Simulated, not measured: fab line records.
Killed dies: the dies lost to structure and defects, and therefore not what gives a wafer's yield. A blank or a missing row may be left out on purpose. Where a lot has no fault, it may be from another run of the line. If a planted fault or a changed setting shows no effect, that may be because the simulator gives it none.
fab line records -- flow nandHarc
record: lots: 6, wafers: 18, lastDay: 33
route steps=1302 shown A_SGD_CUT@901 END@1302
lots untouched by any fault: they come from a run of this same line in which no faults occurred
startH: hours from the record's opening day to when the first of the lot's shown wafers began -- waitH: hours elapsed since this lot's preceding step -- " the same as in the row above -- L1.1+2: one row covering several wafers at once -- - no value present, or no start provided -- * or withheld: withheld -- < > ~ a bound
route shown NAME@n: names a module that has steps shown in the file, with the first one's number in the route -- usual: mean/standard deviation of fault-free wafers -- same: alike in all rows -- chamber/n: place in a boat -- sites: per-site readings -- _std_site: their standard deviation -- _edge_site: outer sites' mean less inner sites' -- radiusMm: for every site, how far away it sits from the centre of the wafer -- mask NAME#n: copy n -- behind: the most recent tool/chamber to have shaped the wafer -- hold: the reason the lot was held/the length of the hold in hours/how it ended -- device: the n, p or np transistor that did not switch -- end of line: the same wafers' tests at the end of the route -- step lacking rows: just its recipe -- killed: count of dies lost to structure and defects at first sort (not the wafer's yield) -- map: shows each die of a wafer: x if killed, . if not, _ if none is there
set.NAME: the setting that was run; set.NAME@STEP: the one run at that earlier step -- model.NAME: the simulator's own value behind a step, which no gauge read
lots seen at some steps along the route; tables by step, rows by wafer
services: a tool's chamber out of use, with start hour (startH, from the record's first day; less than 0 if before it), hours out, and reason
== steps ==
step: NHARC_A_SGD_CUT_CD_MEAS_09
recipe: targetCdNm: 100, landingEnergyEv: 500
usual: cdNm: 100.0/0.57
lot.wafer,tool,chamber,startH,waitH,cdNm
L170.1,cdSem-01,0,435.18,-,99.7
L170.3,cdSem-01,0,435.18,-,100.2
L170.4,cdSem-01,0,435.18,-,99.7
L180.1,cdSem-02,0,528.86,-,100.0
L180.2,cdSem-02,0,528.86,-,100.1
L180.4,cdSem-02,0,528.86,-,100.8
L182.2,cdSem-03,0,554.47,-,99.1
L182.4,cdSem-03,0,554.47,-,99.9
L182.5,cdSem-03,0,554.47,-,98.7
L183.1,cdSem-03,0,554.76,-,99.6
L183.4,cdSem-03,0,554.76,-,99.4
L183.6,cdSem-03,0,554.76,-,100.0
L181.1,cdSem-02,0,554.91,-,99.8
L181.4,cdSem-02,0,554.91,-,100.7
L181.6,cdSem-02,0,554.91,-,100.7
L193.1,cdSem-03,0,654.78,-,100.2
L193.3,cdSem-03,0,654.78,-,100.0
L193.5,cdSem-03,0,654.78,-,99.3
step: NHARC_A_SGD_CUT_OVL_MEAS_10
usual: overlayXNm: 0.2/0.86, overlayYNm: 0.1/0.49
lot.wafer,tool,chamber,startH,waitH,overlayXNm,overlayYNm
L170.1,overlay-02,-,435.27,-,0.8,-0.1
L170.3,overlay-02,-,435.27,-,0.3,0.2
L170.4,overlay-02,-,435.27,-,0.8,0.4
L180.1,overlay-02,-,528.95,-,-0.7,1.0
L180.2,overlay-02,-,528.95,-,-0.7,0.4
L180.4,overlay-02,-,528.95,-,-0.3,0.8
L182.2,overlay-02,-,554.56,-,0.4,0.4
L182.4,overlay-02,-,554.56,-,-0.3,0.3
L182.5,overlay-02,-,554.56,-,-0.2,0.0
L183.1,overlay-01,-,554.84,-,0.3,0.4
L183.4,overlay-01,-,554.84,-,0.0,0.6
L183.6,overlay-01,-,554.84,-,0.5,0.7
L181.1,overlay-02,-,555.00,-,-0.5,-0.1
L181.4,overlay-02,-,555.00,-,0.1,0.1
L181.6,overlay-02,-,555.00,-,-0.5,0.5
L193.1,overlay-01,-,654.87,-,-1.3,-0.1
L193.3,overlay-01,-,654.87,-,-1.4,-0.3
L193.5,overlay-01,-,654.87,-,-2.0,-0.1
step: NHARC_A_SGD_CUT_INSPECT_11
usual: rawDefectCount: 54/28
lot.wafer,tool,chamber,startH,waitH,rawDefectCount
L170.1,defectInspect-01,-,435.30,0.0,72
L170.3,defectInspect-01,-,435.30,0.0,61
L170.4,defectInspect-01,-,435.30,0.0,68
L180.1,defectInspect-02,-,528.99,0.0,26
L180.2,defectInspect-02,-,528.99,0.0,22
L180.4,defectInspect-02,-,528.99,0.0,33
L182.2,defectInspect-01,-,554.60,0.0,82
L182.4,defectInspect-01,-,554.60,0.0,95
L182.5,defectInspect-01,-,554.60,0.0,98
L183.1,defectInspect-02,-,554.88,0.0,80
L183.4,defectInspect-02,-,554.88,0.0,88
L183.6,defectInspect-02,-,554.88,0.0,97
L181.1,defectInspect-01,-,555.03,0.0,16
L181.4,defectInspect-01,-,555.03,0.0,16
L181.6,defectInspect-01,-,555.03,0.0,15
L193.1,defectInspect-01,-,654.91,0.0,56
L193.3,defectInspect-01,-,654.91,0.0,67
L193.5,defectInspect-01,-,654.91,0.0,59
step: NHARC_A_SGD_CUT_DESCUM_14
recipe: timeS: 3, o2FlowSccm: 200, arFlowSccm: 0, biasPowerW: 0, chemistry: O2
usual: drypumpMotorCurrentA: 5.7/0.35, oesProductAu: 1.004/0.011, rfVppV: 57.9/0.99, showerheadPlenumPTorr: 1.94/0.091, throttleValvePct: 11.311/0.008
lot.wafer,tool,chamber,startH,waitH,drypumpMotorCurrentA,oesProductAu,rfHoursCounterH,rfVppV,showerheadPlenumPTorr,throttleValvePct
L170.3,rieDiel-08,2,435.37,0.1,5.9,1.015,3,58.8,2.06,11.314
L170.1,rieDiel-08,3,435.37,0.1,5.9,1.004,4,58.5,1.94,11.313
L170.4,rieDiel-08,0,435.37,0.1,5.7,1.003,4,58.6,1.98,11.328
L180.2,rieDiel-04,3,529.06,0.1,5.5,1.000,9,57.7,1.78,11.310
L180.4,rieDiel-04,0,529.06,0.1,5.5,1.002,11,59.0,1.91,11.316
L180.1,rieDiel-04,1,529.06,0.1,5.2,1.012,10,58.5,1.90,11.301
L182.4,rieDiel-08,2,554.66,0.1,5.9,1.026,0,59.2,2.05,11.306
L182.2,rieDiel-08,1,554.66,0.1,5.5,0.997,0,56.4,1.91,11.320
L182.5,rieDiel-08,2,554.66,0.1,5.9,1.015,-,58.4,2.05,11.318
L183.1,rieDiel-04,2,554.95,0.1,6.3,1.013,0,57.4,2.04,11.309
L183.6,rieDiel-04,2,554.95,0.1,6.2,1.006,-,58.1,2.04,11.310
L183.4,rieDiel-04,3,554.95,0.1,5.6,1.000,-,56.4,1.78,11.305
L181.1,rieDiel-08,1,555.10,0.1,5.5,0.986,0,57.0,1.91,11.304
L181.4,rieDiel-08,2,555.10,0.1,5.9,1.036,0,57.2,2.05,11.330
L181.6,rieDiel-08,1,555.10,0.1,5.5,1.001,-,57.1,1.91,11.308
L193.1,rieDiel-08,2,654.97,0.1,5.9,1.015,4,58.2,2.05,11.319
L193.3,rieDiel-08,0,654.97,0.1,5.7,0.989,6,57.7,1.98,11.311
L193.5,rieDiel-08,2,654.97,0.1,5.9,1.005,-,57.8,2.05,11.305
step: NHARC_A_SGD_CUT_ETCH_58
recipe: targetDepthA: 390, overEtchFrac: 0.3, timeS: 65, ionEnergyEv: 80, cf4FlowSccm: 150, arFlowSccm: 0, rfW: 300, biasW: 100, chemistry: CF4
usual: drypumpMotorCurrentA: 5.7/0.33, oesProductAu: 1.005/0.011, rfVppV: 151.4/1.2, showerheadPlenumPTorr: 1.79/0.079, throttleValvePct: 13.283/0.0098
lot.wafer,tool,chamber,startH,waitH,drypumpMotorCurrentA,oesProductAu,rfHoursCounterH,rfVppV,showerheadPlenumPTorr,throttleValvePct
L170.4,rieDiel-08,1,435.45,0.1,5.5,0.989,3,151.1,1.77,13.286
L170.3,rieDiel-08,2,435.45,0.1,5.9,1.009,3,151.3,1.89,13.297
L170.1,rieDiel-08,0,435.45,0.1,5.7,0.998,4,151.8,1.82,13.285
L180.1,rieDiel-04,3,529.13,0.1,5.5,1.004,9,149.5,1.65,13.291
L180.4,rieDiel-04,0,529.13,0.1,5.5,1.008,11,149.4,1.76,13.300
L180.2,rieDiel-04,2,529.13,0.1,6.2,1.014,9,152.0,1.88,13.270
L182.4,rieDiel-08,0,554.74,0.1,5.7,0.993,0,151.4,1.82,13.279
L182.2,rieDiel-08,3,554.74,0.1,5.9,0.993,0,151.6,1.79,13.265
L182.5,rieDiel-08,1,554.74,0.1,5.6,0.993,-,152.3,1.77,13.264
L183.1,rieDiel-04,3,555.06,0.1,5.5,1.005,0,150.3,1.65,13.299
L183.4,rieDiel-04,2,555.06,0.1,6.3,0.993,-,153.8,1.88,13.280
L183.6,rieDiel-04,3,555.06,0.1,5.5,0.997,-,149.5,1.65,13.289
L181.1,rieDiel-08,1,555.19,0.1,5.5,0.984,0,150.8,1.77,13.287
L181.4,rieDiel-08,2,555.19,0.1,5.9,1.014,0,151.6,1.89,13.258
L181.6,rieDiel-08,0,555.19,0.1,5.7,1.000,-,151.9,1.82,13.306
L193.3,rieDiel-08,1,655.06,0.1,5.5,0.991,5,150.2,1.76,13.286
L193.1,rieDiel-08,3,655.06,0.1,5.9,1.002,5,152.1,1.79,13.275
L193.5,rieDiel-08,1,655.06,0.1,5.5,0.990,-,149.8,1.76,13.276
step: NHARC_A_SGD_CUT_ETCH_59
recipe: targetDepthA: 2600, overEtchFrac: 0.25, timeS: 406.25, ionEnergyEv: 200, n2FlowSccm: 150, h2FlowSccm: 150, arFlowSccm: 0, rfW: 400, biasW: 150, chemistry: N2/H2
step: NHARC_A_SGD_CUT_ETCH_15
recipe: targetDepthA: 750, timeS: 64.3, ch3fFlowSccm: 50, o2FlowSccm: 30, arFlowSccm: 200, rfW: 500, biasW: 100, chemistry: CH3F/O2
usual: drypumpMotorCurrentA: 5.7/0.35, oesProductAu: 0.965/0.018, rfVppV: 264.3/2, showerheadPlenumPTorr: 2.49/0.12, throttleValvePct: 20.664/0.0082
lot.wafer,tool,chamber,startH,waitH,drypumpMotorCurrentA,oesProductAu,rfHoursCounterH,rfVppV,showerheadPlenumPTorr,throttleValvePct
L170.4,rieDiel-08,2,-,-,5.9,0.966,3,266.9,2.64,20.651
L170.1,rieDiel-08,3,-,-,6.0,0.965,4,266.5,2.49,20.650
L170.3,rieDiel-08,1,-,-,5.6,0.947,3,264.2,2.46,20.665
L180.2,rieDiel-04,2,-,-,6.3,0.977,9,266.2,2.61,20.669
L180.1,rieDiel-04,0,-,-,5.5,0.989,11,262.8,2.45,20.655
L180.4,rieDiel-04,1,-,-,5.3,1.001,10,263.4,2.44,20.672
L182.4,rieDiel-08,0,-,-,5.7,0.977,0,263.9,2.54,20.657
L182.2,rieDiel-08,2,-,-,5.9,0.978,0,267.7,2.63,20.653
L182.5,rieDiel-08,1,-,-,5.5,0.957,-,265.0,2.46,20.675
L183.1,rieDiel-04,2,-,-,6.2,0.963,0,265.9,2.61,20.682
L183.6,rieDiel-04,1,-,-,5.3,0.969,-,264.1,2.44,20.650
L183.4,rieDiel-04,2,-,-,6.3,0.967,-,265.2,2.61,20.677
L181.4,rieDiel-08,2,-,-,6.0,0.973,0,266.9,2.63,20.667
L181.1,rieDiel-08,3,-,-,5.9,0.958,1,264.2,2.49,20.654
L181.6,rieDiel-08,3,-,-,5.9,0.956,-,264.3,2.49,20.667
L193.1,rieDiel-08,3,-,-,5.9,0.938,6,264.4,2.49,20.686
L193.3,rieDiel-08,0,-,-,5.7,0.941,6,264.8,2.54,20.659
L193.5,rieDiel-08,0,-,-,5.7,0.940,-,265.4,2.53,20.658
step: NHARC_A_SGD_CUT_ETCH_16
recipe: targetDepthA: 3105, timeS: 155.2, c4f8FlowSccm: withheld, o2FlowSccm: 8, arFlowSccm: withheld, rfW: 600, biasW: 800, chemistry: C4F8/O2/Ar
usual: oesProductAu: 0.977/0.017, rfVppV: 725/4.4
lot.wafer,tool,chamber,startH,waitH,oesProductAu,rfHoursCounterH,rfVppV
L170.4,rieDiel-08,2,-,-,0.976,3,730
L170.1,rieDiel-08,0,-,-,0.986,4,725
L170.3,rieDiel-08,1,-,-,0.963,3,725
L180.1,rieDiel-04,2,-,-,0.991,9,729
L180.2,rieDiel-04,3,-,-,0.975,9,717
L180.4,rieDiel-04,0,-,-,0.999,11,721
L182.2,rieDiel-08,1,-,-,0.982,0,725
L182.4,rieDiel-08,2,-,-,0.995,0,730
L182.5,rieDiel-08,1,-,-,0.979,-,723
L183.1,rieDiel-04,2,-,-,0.972,0,729
L183.4,rieDiel-04,3,-,-,0.981,-,716
L183.6,rieDiel-04,1,-,-,0.985,-,722
L181.1,rieDiel-08,0,-,-,0.961,1,727
L181.4,rieDiel-08,3,-,-,0.986,1,724
L181.6,rieDiel-08,1,-,-,0.942,-,722
L193.1,rieDiel-08,0,-,-,0.967,6,727
L193.3,rieDiel-08,1,-,-,0.933,6,723
L193.5,rieDiel-08,3,-,-,0.954,-,725
step: NHARC_A_SGD_CUT_STRIP_60
recipe: c4f8FlowSccm: withheld, o2FlowSccm: 8, arFlowSccm: withheld, biasW: 0, chemistry: C4F8/O2/Ar
step: NHARC_A_SGD_CUT_STRIP_17
recipe: o2FlowSccm: 500, arFlowSccm: 0, biasW: 0, chemistry: O2
usual: drypumpMotorCurrentA: 5.7/0.35, oesProductAu: 1.005/0.01, rfVppV: 58.0/0.87, showerheadPlenumPTorr: 3.57/0.16, throttleValvePct: 17.037/0.0085
lot.wafer,tool,chamber,startH,waitH,drypumpMotorCurrentA,oesProductAu,rfHoursCounterH,rfVppV,showerheadPlenumPTorr,throttleValvePct
L170.3,rieDiel-08,1,-,-,5.6,0.996,3,57.0,3.53,17.027
L170.1,rieDiel-08,3,-,-,6.0,0.986,4,59.5,3.57,17.047
L170.4,rieDiel-08,0,-,-,5.7,1.003,4,58.1,3.64,17.033
L180.1,rieDiel-04,3,-,-,5.5,0.996,9,57.1,3.29,17.051
L180.2,rieDiel-04,0,-,-,5.5,1.013,11,58.6,3.52,17.026
L180.4,rieDiel-04,2,-,-,6.3,1.010,9,59.0,3.74,17.033
L182.2,rieDiel-08,0,-,-,5.7,1.006,1,57.6,3.64,17.022
L182.4,rieDiel-08,1,-,-,5.6,0.986,0,57.3,3.52,17.040
L182.5,rieDiel-08,3,-,-,6.0,1.007,-,59.4,3.57,17.041
L183.1,rieDiel-04,1,-,-,5.2,1.003,1,57.7,3.51,17.032
L183.4,rieDiel-04,3,-,-,5.5,1.009,-,57.5,3.29,17.048
L183.6,rieDiel-04,1,-,-,5.2,1.003,-,56.7,3.51,17.042
L181.1,rieDiel-08,2,-,-,5.9,1.012,1,57.5,3.77,17.054
L181.4,rieDiel-08,1,-,-,5.5,0.989,1,58.2,3.52,17.032
L181.6,rieDiel-08,2,-,-,5.9,1.014,-,57.6,3.77,17.023
L193.1,rieDiel-08,0,-,-,5.7,1.014,6,57.9,3.63,17.044
L193.3,rieDiel-08,1,-,-,5.5,0.988,6,59.5,3.52,17.043
L193.5,rieDiel-08,2,-,-,6.0,0.999,-,58.9,3.77,17.054
step: NHARC_A_SGD_CUT_PRECLEAN_18
recipe: timeS: *, tempC: 50, bathAgeMin: 0, chemistry: SC1
step: NHARC_A_SGD_CUT_SRD_19
step: NHARC_A_SGD_CUT_DEP_20
recipe: targetThkA: 1500, tempC: 65, material: SiO2
lot.wafer,tool,chamber,startH,waitH
L170.1+4+3,fcvd-02,"1,0,1",436.51,-
L180.1+2+4,fcvd-01,"0,1,0",530.17,-
L182.2+4+5,fcvd-02,1,555.94,-
L183.1+4+6,fcvd-02,1,556.26,-
L181.1+4+6,fcvd-02,1,556.57,-
L193.1+3+5,fcvd-01,"0,1,1",656.10,-
step: NHARC_A_SGD_CUT_ANNEAL_27
recipe: tempC: 450, timeS: 1800
step: NHARC_A_SGD_CUT_CMP_21
recipe: targetThkNm: 148.19
step: NHARC_A_SGD_CUT_THK_MEAS_22
recipe: thkMeasGauge: ellipsometry
usual: thkNm: 148.2/1.4
lot.wafer,tool,chamber,startH,waitH,thkNm
L170.1,filmMetro-02,-,441.51,0.2,147.6
L170.3,filmMetro-02,-,441.51,0.2,146.7
L170.4,filmMetro-02,-,441.51,0.2,150.0
L180.1,filmMetro-01,-,536.16,0.2,144.6
L180.2,filmMetro-01,-,536.16,0.2,145.0
L180.4,filmMetro-01,-,536.16,0.2,146.4
L182.2,filmMetro-02,-,561.31,0.2,145.8
L182.4,filmMetro-02,-,561.31,0.2,148.8
L182.5,filmMetro-02,-,561.31,0.2,149.6
L183.1,filmMetro-01,-,561.31,0.2,140.0
L183.4,filmMetro-01,-,561.31,0.2,148.3
L183.6,filmMetro-01,-,561.31,0.2,148.3
L181.1,filmMetro-01,-,561.45,0.2,144.0
L181.4,filmMetro-01,-,561.45,0.2,146.8
L181.6,filmMetro-01,-,561.45,0.2,149.1
L193.1,filmMetro-01,-,660.99,0.2,148.3
L193.3,filmMetro-01,-,660.99,0.2,148.4
L193.5,filmMetro-01,-,660.99,0.2,148.7
step: NHARC_A_SGD_CUT_SRD_23
step: NHARC_END_SORT_01
recipe: tempC: 25
usual: killedAtArray: 59/20, killedAtOther: 0.8/1, killedAtPeriphery: 3.2/2.1, killedDies: 63/21, killedOpen: 3.0/1.9, killedShort: 2.3/1.5
same: grossDies: 677
lot.wafer,tool,chamber,startH,waitH,killedAtArray,killedAtOther,killedAtPeriphery,killedDies,killedOpen,killedShort
L181.1,prober-01,0,685.88,2.5,65,0,4,69,5,4
L181.4,prober-01,0,688.25,3.4,70,0,0,70,4,4
L181.6,prober-01,0,689.84,4.0,60,0,5,65,3,1
killed by level:class
L181.1 A_SLIT:chamberFilmFlake=28 A_CONTACT:chamberFilmFlake=11 A_CHANNEL_HOLE_D1:chamberFilmFlake=8 A_SGD_CUT:chamberFilmFlake=5 A_CHANNEL_HOLE_D2:chamberFilmFlake=2 A_STAIRCASE:chamberFilmFlake=2 A_WL_FILL:chamberFilmFlake=2 P_GATE:geometricParticle:open=1
L181.4 A_SLIT:chamberFilmFlake=35 A_CONTACT:chamberFilmFlake=10 A_CHANNEL_HOLE_D1:chamberFilmFlake=7 A_SGD_CUT:chamberFilmFlake=5 A_ONON_D1:geometricParticle:open=3 A_STAIRCASE:chamberFilmFlake=3 A_M0:geometricParticle:short=2 A_M1:chamberFilmFlake=2
L181.6 A_SLIT:chamberFilmFlake=33 A_CONTACT:chamberFilmFlake=8 A_CHANNEL_HOLE_D1:chamberFilmFlake=4 A_STAIRCASE:chamberFilmFlake=4 A_CHANNEL_HOLE_D2:chamberFilmFlake=3 P_ZERO_WELL:chamberFilmFlake=2 P_STI:chamberFilmFlake=2 A_WL_FILL:chamberFilmFlake=2
== services ==
tool,chamber,startH,hours,kind
rieDiel-04,3,420.44,5.8,repair
rieDiel-08,0,425.80,-,clean
rieDiel-08,1,425.80,-,clean
rieDiel-08,2,425.80,-,clean
rieDiel-08,3,425.80,-,clean
fcvd-02,-,450.08,13.0,pm
rieDiel-08,0,450.30,-,clean
rieDiel-08,1,450.30,-,clean
rieDiel-04,3,458.31,6.1,repair
rieDiel-04,-,531.96,9.0,pm
fcvd-02,0,538.11,33.6,repair
rieDiel-08,-,544.80,9.0,pm
fcvd-01,-,547.00,13.0,pm
rieDiel-04,0,549.16,8.1,repair
rieDiel-08,1,556.27,8.8,repair
rieDiel-08,2,560.38,10.7,repair
rieDiel-08,0,587.32,3.5,repair
fcvd-02,-,591.88,3.2,repair
fcvd-02,-,607.43,0.9,repair
fcvd-02,-,622.17,1.2,repair
rieDiel-08,0,628.13,2.9,repair
fcvd-01,1,628.58,2.6,repair
fcvd-02,-,631.08,13.0,pm
fcvd-02,-,646.17,0.4,repair
== key ==
firstSign: step: NHARC_A_SGD_CUT_THK_MEAS_22, reading: thkNm, direction: down, sigmas: 4.4, usual: 148.2, struck: 142.0
effect none on later readings
metAt NHARC_A_SGD_CUT_DEP_20
struckWafers L181.1,L183.1
testerLeftOut L181,L183
fault: kind: processParameterDrift, tool: fcvd-02, chamber: -, onsetH: 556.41, steps: NHARC_A_SGD_CUT_DEP_20, channel: targetThkA, offset: *, shape: step, endH: 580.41, scope: struckWafersOnly, actsIn: *, stated: *
testerLeftOut: of these lots the tester's yield and bins aren't shown, on N5 and GAA mostly nor the transistor test; their killed dies are dies lost to structure and defects alone, not to doping, threshold or leakage, so they don't give the yield
